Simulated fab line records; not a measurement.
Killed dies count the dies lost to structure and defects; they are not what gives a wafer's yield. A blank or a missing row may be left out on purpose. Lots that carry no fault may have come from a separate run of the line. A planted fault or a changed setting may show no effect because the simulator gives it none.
A lot that was struck, set against a sound lot ; flow n5_finfet ; 15 out of 1938 route steps
Sound: the wafers L959.1, L959.2, L959.5. Struck: wafer L965.6. (L965.1 of the same lot was not struck and is left out.) The cause comes at the end.
Order at every step that has rows: each side's tool, ch and its chambers, its first start. Under that, the readings that differ: sound wafers ; struck wafers ; difference of the means ; sigmas: that difference in standard deviations of wafers without a fault.
alike: a reading whose means differ by less than 2 such deviations, as well as words and numbers matching on both sides. not compared: withheld readings; readings where some wafer has no value; bounds like >300 that might hide an equal value; numbers whose values overlap and for which the record gives no deviation.
A row with sigmas, a row that says differs or no value, or rows on one side alone: a step with any of these is where the two part. Numbers that have no deviation but don't overlap get no sigmas and don't part them. A reading that every wafer of one side lacks parts them only if that side has two wafers or more.

N5_MOL_CONTACT_COAG_INSPECT_42: inspects for defects (brightfield).
  sound on defect_inspect-02 at day 5 20:45; struck on defect_inspect-02 at day 7 12:08
  alike: raw_defect_count
N5_MOL_CONTACT_COAG_DESCUM_45: chemistry O2, time 7 s.
  sound on rie_diel-03 ch 1,3, day 5 20:47; struck on rie_diel-04 ch 3, day 7 12:10
reading;sound;struck;difference;sigmas
oes_product_au (a.u.);0.68 0.70 0.69;0.92;+0.23;+3
throttle_valve_pct (%);20.9 20.5 21.0;19.9;-0.9;-3
  alike: drypump_motor_current_A, rf_vpp_V, showerhead_plenum_p_Torr
  not compared: rf_hours_counter_h
N5_MOL_CONTACT_COAG_ETCH_65: etches underlayer in N2/H2, target depth 13 nm, time 10.4 s.
  sound on rie_diel-03 ch 1,3, day 5 20:50; struck on rie_diel-04 ch 3, day 7 12:12
reading;sound;struck;difference;sigmas
etch_rf_on_time_s (s);10.70 11.00 10.60;9.95;-0.82;-4
oes_product_au (a.u.);0.58 0.59 0.59;0.79;+0.20;+3
throttle_valve_pct (%);18.5 17.9 18.5;17.3;-1.0;-3
  alike: drypump_motor_current_A, rf_vpp_V, showerhead_plenum_p_Torr
  not compared: rf_hours_counter_h
then, 1 step without rows for these wafers: N5_MOL_CONTACT_COAG_ETCH_66 (etches SiARC in CF4, target depth 13 nm, time 21.7 s).
N5_MOL_CONTACT_COAG_ALD_133: deposits SiO2, target thk 5 nm, pulse time 1 s, co reactant pulse time 1 s.
  sound on ald_sin-01 ch 1,2, day 5 20:58; struck on ald_sin-03 ch 2, day 7 12:18
reading;sound;struck;difference;sigmas
heater_power_w (W);67 76 78;93;+19;+3
  alike: precursor_pulse_height_rel
N5_MOL_CONTACT_COAG_ETCHBACK_134: etches SiO2 in CHF3, target depth 10 nm, time 6.7 s.
  sound on rie_diel-06 ch 0,3, day 5 21:09; struck on rie_diel-06 ch 1, day 7 12:29
  alike: drypump_motor_current_A, oes_product_au, rf_vpp_V, showerhead_plenum_p_Torr, throttle_valve_pct
  not compared: rf_hours_counter_h
N5_MOL_CONTACT_COAG_ETCH_67: etches SOC in N2/H2, target depth 60 nm, overetch 21 nm, time 101.2 s.
  sound on rie_diel-06 ch 0,3, day 5 21:11; struck on rie_diel-06 ch 1, day 7 12:31
  alike: drypump_motor_current_A, oes_product_au, rf_vpp_V, showerhead_plenum_p_Torr, throttle_valve_pct
  not compared: rf_hours_counter_h
then, 5 steps without rows for these wafers: N5_MOL_CONTACT_COAG_STRIP_68 (strips in N2/H2); N5_MOL_CONTACT_COAG_STRIP_69 (strips in N2/H2); N5_MOL_CONTACT_COAG_ETCHBACK_136 (etches SiO2 in CHF3, target depth 25 nm, time 16.7 s); N5_MOL_CONTACT_COAG_STRIP_120 (strips in CHF3); N5_MOL_CONTACT_COAG_VIA_ETCH_117 (etches SiO2 in C4F6/O2, target depth 40 nm, overetch 8 nm, time 26 s).
N5_MOL_CONTACT_COAG_ETCH_124: etches SiNx in CH3F/O2, stops on SiOC, target depth 6.5 nm.
  sound on rie_diel-06 ch 0,3, day 5 21:20; struck on rie_diel-06 ch 1, day 7 12:40
reading;sound;struck;difference;sigmas
over_etch_frac;0.3 0.3 0.3;0.51109;+0.21109;
model.SOC_of_MOL_CONTACT_COAG_COAT_62.thk_nm (nm);49 48.8 49;47.6;-1.3;
  alike: drypump_motor_current_A, oes_product_au, rf_vpp_V, showerhead_plenum_p_Torr, throttle_valve_pct
  not compared: rf_hours_counter_h
then, 1 step without rows for these wafers: N5_MOL_CONTACT_COAG_ETCH_48 (etches SiOC in C4F6/O2, target depth 15 nm, overetch 4.5 nm, time 17 s).
-- the record jumps here: 3 days lie between the struck wafers' starts before and after (it left off in module MOL_CONTACT_COAG and takes up again in module BEOL_M4, whose first step shown is number 1111 of the route) --
N5_BEOL_M4_RC_MEAS_101:
  sound on prober-02 ch 0, day 8 17:53; struck on prober-01 ch 0, day 10 08:56
  alike: DIBL_N, DIBL_P, IOFF_N, IOFF_P, ION_N, ION_P, SS_N, SS_P, VT_N, VT_P

## WHERE THEY PART
At N5_MOL_CONTACT_COAG_DESCUM_45 first; at N5_MOL_CONTACT_COAG_ALD_133 last (within this record only). Later steps at which nothing parts them and some readings are alike: N5_MOL_CONTACT_COAG_ETCHBACK_134, N5_MOL_CONTACT_COAG_ETCH_67, N5_MOL_CONTACT_COAG_ETCH_124, N5_BEOL_M4_RC_MEAS_101.

WHY: what the simulator had put in
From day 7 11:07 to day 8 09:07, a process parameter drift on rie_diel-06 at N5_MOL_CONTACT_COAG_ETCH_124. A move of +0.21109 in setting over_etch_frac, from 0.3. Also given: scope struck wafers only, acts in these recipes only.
